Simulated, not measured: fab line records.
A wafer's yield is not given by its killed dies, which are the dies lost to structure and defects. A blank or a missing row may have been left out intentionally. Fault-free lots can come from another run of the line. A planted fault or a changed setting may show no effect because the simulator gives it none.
The tool behind it: which one? / flow n5Finfet / 8 lots with 24 wafers sampled at 7 steps, on a route of 1938 steps

## WHAT EACH GAUGE READ, for each wafer
N5_BEOL_M4_RC_MEAS_101. Usual: DIBL_N 36.0 mV/V, standard deviation 2.5; DIBL_P 36.3 mV/V, standard deviation 2.8; IOFF_N 0.16 nA/um, standard deviation 0.042; IOFF_P 0.21 nA/um, standard deviation 0.045; ION_N 673 uA/um, standard deviation 15; ION_P 463 uA/um, standard deviation 8.1; SS_N 71.4 mV/dec, standard deviation 0.73; SS_P 73.3 mV/dec, standard deviation 0.92; VT_N 251 mV, standard deviation 4.1; VT_P -250 mV, standard deviation 3.4.
lot=L829; measured=day 9 09:12; on=prober-01; DIBL_N (mV/V)=34.9 38.7 33.5; DIBL_P (mV/V)=36.7 41.8 35.7; IOFF_N (nA/um)=0.14 0.22 0.13; IOFF_P (nA/um)=0.19 0.27 0.19; ION_N (uA/um)=651 687 681; ION_P (uA/um)=447 470 466; SS_N (mV/dec)=70.6 72.4 71.0; SS_P (mV/dec)=73.5 75.0 72.7; VT_N (mV)=250 247 251; VT_P (mV)=-250 -250 -251; flag=
lot=L834; measured=day 10 17:39; on=prober-01; DIBL_N (mV/V)=34.1 33.8 31.4; DIBL_P (mV/V)=35.8 34.6 31.7; IOFF_N (nA/um)=0.13 0.12 0.09; IOFF_P (nA/um)=0.19 0.19 0.15; ION_N (uA/um)=668 666 638; ION_P (uA/um)=463 467 447; SS_N (mV/dec)=70.6 70.8 71.1; SS_P (mV/dec)=72.9 72.6 72.0; VT_N (mV)=255 254 258; VT_P (mV)=-252 -252 -255; flag=
lot=L835; measured=day 10 23:28; on=prober-02; DIBL_N (mV/V)=30.8 34.9 32.7; DIBL_P (mV/V)=31.1 35.5 31.7; IOFF_N (nA/um)=0.09 0.13 0.12; IOFF_P (nA/um)=0.16 0.21 0.16; ION_N (uA/um)=657 655 680; ION_P (uA/um)=466 456 467; SS_N (mV/dec)=70.4 70.5 70.7; SS_P (mV/dec)=72.1 73.3 72.5; VT_N (mV)=257 256 252; VT_P (mV)=-253 -249 -253; flag=
lot=L841; measured=day 12 15:02; on=prober-01; DIBL_N (mV/V)=34.0 35.0 33.1; DIBL_P (mV/V)=33.2 35.5 31.9; IOFF_N (nA/um)=0.12 0.14 0.10; IOFF_P (nA/um)=0.15 0.18 0.13; ION_N (uA/um)=653 678 658; ION_P (uA/um)=453 461 446; SS_N (mV/dec)=71.1 72.1 70.9; SS_P (mV/dec)=71.7 73.2 72.7; VT_N (mV)=252 251 254; VT_P (mV)=-256 -251 -257; flag=
lot=L843; measured=day 12 17:15; on=prober-02; DIBL_N (mV/V)=36.9 36.6 36.6; DIBL_P (mV/V)=37.6 37.1 38.0; IOFF_N (nA/um)=0.16 0.15 0.18; IOFF_P (nA/um)=0.23 0.23 0.25; ION_N (uA/um)=681 660 686; ION_P (uA/um)=467 459 473; SS_N (mV/dec)=71.5 71.2 71.6; SS_P (mV/dec)=73.4 73.1 74.0; VT_N (mV)=251 251 247; VT_P (mV)=-247 -248 -245; flag=
lot=L844; measured=day 13 04:50; on=prober-01; DIBL_N (mV/V)=39.0 35.4 38.2; DIBL_P (mV/V)=39.9 35.2 38.7; IOFF_N (nA/um)=0.23 0.15 0.19; IOFF_P (nA/um)=0.25 0.18 0.23; ION_N (uA/um)=691 669 692; ION_P (uA/um)=460 452 466; SS_N (mV/dec)=73.0 71.5 72.7; SS_P (mV/dec)=74.0 73.2 74.3; VT_N (mV)=245 253 250; VT_P (mV)=-250 -254 -251; flag=
lot=L845; measured=day 13 11:44; on=prober-01; DIBL_N (mV/V)=38.9 36.7 39.7; DIBL_P (mV/V)=42.2 38.1 42.3; IOFF_N (nA/um)=0.22 0.17 0.23; IOFF_P (nA/um)=0.32 0.25 0.32; ION_N (uA/um)=692 676 701; ION_P (uA/um)=476 470 472; SS_N (mV/dec)=71.6 71.0 71.7; SS_P (mV/dec)=74.1 72.9 74.1; VT_N (mV)=246 248 241; VT_P (mV)=-242 -247 -243; flag=
lot=L846; measured=day 13 22:22; on=prober-02; DIBL_N (mV/V)=37.7 33.0 34.5; DIBL_P (mV/V)=39.1 32.4 34.2; IOFF_N (nA/um)=0.19 0.10 0.13; IOFF_P (nA/um)=0.27 0.17 0.19; ION_N (uA/um)=683 649 669; ION_P (uA/um)=477 458 467; SS_N (mV/dec)=71.8 69.8 71.2; SS_P (mV/dec)=73.7 72.1 73.2; VT_N (mV)=248 256 253; VT_P (mV)=-245 -256 -251; flag=

N5_BEOL_M6_THK_MEAS_53: measures by xrf. Usual: M6_THK 79.7 nm, standard deviation 2.5.
lot=L829; measured=day 10 04:08; on=filmMetro-01; M6_THK (nm)=82.7 78.5 79.1; flag=
lot=L834; measured=day 11 11:04; on=filmMetro-01; M6_THK (nm)=294.3 296.1 292.7; flag=OFF
lot=L835; measured=day 11 20:29; on=filmMetro-01; M6_THK (nm)=297.8 293.6 299.3; flag=OFF
lot=L841; measured=day 13 11:13; on=filmMetro-01; M6_THK (nm)=83.7 78.6 78.3; flag=
lot=L843; measured=day 13 14:04; on=filmMetro-01; M6_THK (nm)=78.1 78.8 79.9; flag=
lot=L844; measured=day 14 01:56; on=filmMetro-02; M6_THK (nm)=77.7 77.7 81.1; flag=
lot=L845; measured=day 14 10:41; on=filmMetro-02; M6_THK (nm)=84.4 85.9 83.1; flag=
lot=L846; measured=day 14 18:51; on=filmMetro-02; M6_THK (nm)=81.2 81.0 81.8; flag=

N5_BEOL_M6_RS_MEAS_57: a four-point-probe measurement. Usual: M6_RS 0.285 ohm/sq, standard deviation 0.01.
lot=L829; measured=day 10 04:16; on=filmMetro-02; M6_RS (ohm/sq)=0.273 0.290 0.289; flag=
lot=L834; measured=day 11 11:12; on=filmMetro-01; M6_RS (ohm/sq)=0.065 0.064 0.065; flag=OFF
lot=L835; measured=day 11 20:37; on=filmMetro-01; M6_RS (ohm/sq)=0.064 0.065 0.064; flag=OFF
lot=L841; measured=day 13 11:21; on=filmMetro-01; M6_RS (ohm/sq)=0.271 0.290 0.292; flag=
lot=L843; measured=day 13 14:12; on=filmMetro-02; M6_RS (ohm/sq)=0.290 0.288 0.283; flag=
lot=L844; measured=day 14 02:04; on=filmMetro-02; M6_RS (ohm/sq)=0.292 0.292 0.281; flag=
lot=L845; measured=day 14 10:49; on=filmMetro-02; M6_RS (ohm/sq)=0.269 0.263 0.273; flag=
lot=L846; measured=day 14 18:59; on=filmMetro-02; M6_RS (ohm/sq)=0.283 0.283 0.282; flag=

N5_BEOL_M6_INSPECT_58: inspects for defects (darkfield). Usual: rawDefectCount reads 76 (standard deviation 26).
lot=L829; measured=day 10 04:17; on=defectInspect-02; rawDefectCount=71 75 34; flag=
lot=L834; measured=day 11 11:14; on=defectInspect-02; rawDefectCount=1375 1392 1456; flag=OFF
lot=L835; measured=day 11 20:39; on=defectInspect-01; rawDefectCount=1408 1459 1453; flag=OFF
lot=L841; measured=day 13 11:23; on=defectInspect-01; rawDefectCount=88 48 71; flag=
lot=L843; measured=day 13 14:13; on=defectInspect-01; rawDefectCount=81 108 99; flag=
lot=L844; measured=day 14 02:05; on=defectInspect-02; rawDefectCount=54 40 59; flag=
lot=L845; measured=day 14 10:50; on=defectInspect-02; rawDefectCount=105 35 74; flag=
lot=L846; measured=day 14 19:01; on=defectInspect-01; rawDefectCount=41 47 37; flag=

## WHAT TOOL EACH LOT RAN ON (gives the tool, then ch and the chambers of the sampled wafers, and finally the start)
lot=L829; N5_BEOL_M6_STRIP_36=rieDiel-02 ch 0,3, day 10 01:08; N5_BEOL_M6_PRE_CLEAN_45=pvdSputter-01, day 10 01:58; N5_BEOL_M6_CMP_52=cmp-04 ch 0,1, day 10 03:50
lot=L834; N5_BEOL_M6_STRIP_36=rieDiel-01 ch 2,3, day 11 08:01; N5_BEOL_M6_PRE_CLEAN_45=pvdSputter-02, day 11 09:04; N5_BEOL_M6_CMP_52=cmp-01 ch 0,2,3, day 11 10:51
lot=L835; N5_BEOL_M6_STRIP_36=rieDiel-01 ch 1,2,3, day 11 17:35; N5_BEOL_M6_PRE_CLEAN_45=pvdSputter-03, day 11 18:49; N5_BEOL_M6_CMP_52=cmp-04 ch 0,1,2, day 11 20:16
lot=L841; N5_BEOL_M6_STRIP_36=rieDiel-01 ch 0,2, day 13 06:41; N5_BEOL_M6_PRE_CLEAN_45=pvdSputter-03, day 13 07:46; N5_BEOL_M6_CMP_52=cmp-04 ch 0,2, day 13 10:55
lot=L843; N5_BEOL_M6_STRIP_36=rieDiel-05 ch 0,2,3, day 13 10:58; N5_BEOL_M6_PRE_CLEAN_45=pvdSputter-03, day 13 12:13; N5_BEOL_M6_CMP_52=cmp-04 ch 0,2,3, day 13 13:46
lot=L844; N5_BEOL_M6_STRIP_36=rieDiel-02 ch 0,1,3, day 13 23:15; N5_BEOL_M6_PRE_CLEAN_45=pvdSputter-03, day 14 00:24; N5_BEOL_M6_CMP_52=cmp-04 ch 1,2,3, day 14 01:38
lot=L845; N5_BEOL_M6_STRIP_36=rieDiel-01 ch 2,3, day 14 05:51; N5_BEOL_M6_PRE_CLEAN_45=pvdSputter-03, day 14 08:56; N5_BEOL_M6_CMP_52=cmp-01 ch 0,2,3, day 14 10:23
lot=L846; N5_BEOL_M6_STRIP_36=rieDiel-05 ch 0,1,3, day 14 16:35; N5_BEOL_M6_PRE_CLEAN_45=pvdSputter-02, day 14 17:21; N5_BEOL_M6_CMP_52=cmp-02 ch 2,3, day 14 18:35
- N5_BEOL_M6_STRIP_36: strips in N2/H2.
- N5_BEOL_M6_PRE_CLEAN_45: time 30 s.
- N5_BEOL_M6_CMP_52: polishes, stops on SiCOH lowk, t overpolish 6.9 s, target thk 80 nm.

## WHAT THE TOOLS THEMSELVES READ (means of the sampled wafers that have a number; where no wafer has one, the mark that the record gives instead)
N5_BEOL_M6_STRIP_36. Usual: drypumpMotorCurrentA 5.7 A, standard deviation 0.33; h2FlowSccm 200.0 sccm, standard deviation 0.6; oesProductAu 0.80 a.u., standard deviation 0.085; rfVppV 59.3 V, standard deviation 1.4; showerheadPlenumPTorr 2.55 Torr, standard deviation 0.098; throttleValvePct 23.69 %, standard deviation 0.29.
lot=L829; tool=rieDiel-02; drypumpMotorCurrentA (A)=5.5; h2FlowSccm (sccm)=199.9; oesProductAu (a.u.)=0.73; rfVppV (V)=59.5; showerheadPlenumPTorr (Torr)=2.48; throttleValvePct (%)=23.70; flag=
lot=L834; tool=rieDiel-01; drypumpMotorCurrentA (A)=5.5; h2FlowSccm (sccm)=199.9; oesProductAu (a.u.)=0.86; rfVppV (V)=59.6; showerheadPlenumPTorr (Torr)=2.60; throttleValvePct (%)=23.46; flag=
lot=L835; tool=rieDiel-01; drypumpMotorCurrentA (A)=5.7; h2FlowSccm (sccm)=199.9; oesProductAu (a.u.)=0.80; rfVppV (V)=59.5; showerheadPlenumPTorr (Torr)=2.61; throttleValvePct (%)=23.50; flag=
lot=L841; tool=rieDiel-01; drypumpMotorCurrentA (A)=6.1; h2FlowSccm (sccm)=199.2; oesProductAu (a.u.)=0.86; rfVppV (V)=58.5; showerheadPlenumPTorr (Torr)=2.55; throttleValvePct (%)=23.94; flag=
lot=L843; tool=rieDiel-05; drypumpMotorCurrentA (A)=5.9; h2FlowSccm (sccm)=199.7; oesProductAu (a.u.)=0.82; rfVppV (V)=59.2; showerheadPlenumPTorr (Torr)=2.57; throttleValvePct (%)=23.78; flag=
lot=L844; tool=rieDiel-02; drypumpMotorCurrentA (A)=5.6; h2FlowSccm (sccm)=199.5; oesProductAu (a.u.)=0.76; rfVppV (V)=58.7; showerheadPlenumPTorr (Torr)=2.53; throttleValvePct (%)=23.78; flag=
lot=L845; tool=rieDiel-01; drypumpMotorCurrentA (A)=5.8; h2FlowSccm (sccm)=199.8; oesProductAu (a.u.)=0.84; rfVppV (V)=58.0; showerheadPlenumPTorr (Torr)=2.65; throttleValvePct (%)=23.59; flag=
lot=L846; tool=rieDiel-05; drypumpMotorCurrentA (A)=6.0; h2FlowSccm (sccm)=200.1; oesProductAu (a.u.)=0.78; rfVppV (V)=58.3; showerheadPlenumPTorr (Torr)=2.64; throttleValvePct (%)=23.99; flag=

N5_BEOL_M6_PRE_CLEAN_45. Usual: heaterPowerW reads 324 W (standard deviation 33).
lot=L829; tool=pvdSputter-01; heaterPowerW (W)=304; flag=
lot=L834; tool=pvdSputter-02; heaterPowerW (W)=323; flag=
lot=L835; tool=pvdSputter-03; heaterPowerW (W)=308; flag=
lot=L841; tool=pvdSputter-03; heaterPowerW (W)=298; flag=
lot=L843; tool=pvdSputter-03; heaterPowerW (W)=311; flag=
lot=L844; tool=pvdSputter-03; heaterPowerW (W)=298; flag=
lot=L845; tool=pvdSputter-03; heaterPowerW (W)=306; flag=
lot=L846; tool=pvdSputter-02; heaterPowerW (W)=355; flag=

N5_BEOL_M6_CMP_52. Usual: barrierFieldEndpointS 28.9 s, standard deviation 1; clearingPlatenDownForcePsi 1.500 psi, standard deviation 0.0031; motorCurrentA 6.1 A, standard deviation 0.64; overpolishRunS 6.899 s, standard deviation 0.0094; timeToEndpointS 63 s, standard deviation 4.3.
lot=L829; tool=cmp-04; barrierFieldEndpointS (s)=28.8; clearingPlatenDownForcePsi (psi)=1.500; motorCurrentA (A)=6.3; overpolishRunS (s)=6.901; timeToEndpointS (s)=62; flag=
lot=L834; tool=cmp-01; barrierFieldEndpointS (s)=-; clearingPlatenDownForcePsi (psi)=-; motorCurrentA (A)=-; overpolishRunS (s)=-; timeToEndpointS (s)=-; flag=OFF
lot=L835; tool=cmp-04; barrierFieldEndpointS (s)=-; clearingPlatenDownForcePsi (psi)=-; motorCurrentA (A)=-; overpolishRunS (s)=-; timeToEndpointS (s)=-; flag=OFF
lot=L841; tool=cmp-04; barrierFieldEndpointS (s)=28.7; clearingPlatenDownForcePsi (psi)=1.504; motorCurrentA (A)=6.3; overpolishRunS (s)=6.905; timeToEndpointS (s)=63; flag=
lot=L843; tool=cmp-04; barrierFieldEndpointS (s)=28.6; clearingPlatenDownForcePsi (psi)=1.501; motorCurrentA (A)=6.3; overpolishRunS (s)=6.879; timeToEndpointS (s)=62; flag=
lot=L844; tool=cmp-04; barrierFieldEndpointS (s)=28.2; clearingPlatenDownForcePsi (psi)=1.500; motorCurrentA (A)=6.5; overpolishRunS (s)=6.897; timeToEndpointS (s)=58; flag=
lot=L845; tool=cmp-01; barrierFieldEndpointS (s)=29.0; clearingPlatenDownForcePsi (psi)=1.499; motorCurrentA (A)=5.6; overpolishRunS (s)=6.895; timeToEndpointS (s)=61; flag=
lot=L846; tool=cmp-02; barrierFieldEndpointS (s)=28.8; clearingPlatenDownForcePsi (psi)=1.500; motorCurrentA (A)=6.4; overpolishRunS (s)=6.897; timeToEndpointS (s)=65; flag=

## THE ANSWER, worked out from the rows above alone
Rule: lot off if the mean of its wafers having a number is beyond 3 standard deviations from the usual mean. Also off: a lot with no number at a reading for which 4 or more lots have one. Any other lot the step has rows for is counted as sound. First the gauges in route order, then the tools' own readings, where a lot's mean is used as printed above. At the first step where some lot is off, the reading lying furthest off is the one used; lots without a number count as furthest.
Off: L834, L835, seen at N5_BEOL_M6_THK_MEAS_53 (M6_THK).
A tool fits if, at a process step before that reading, it ran every lot that is off, and no sound lot after the first of them. Not tried: the gauges at N5_BEOL_M6_THK_MEAS_53; whatever is off there is also off at N5_BEOL_M6_INSPECT_58, on other tools, and gauge error can't account for it. Of those tried, none fits.

## WHAT THE SIMULATOR PUT IN
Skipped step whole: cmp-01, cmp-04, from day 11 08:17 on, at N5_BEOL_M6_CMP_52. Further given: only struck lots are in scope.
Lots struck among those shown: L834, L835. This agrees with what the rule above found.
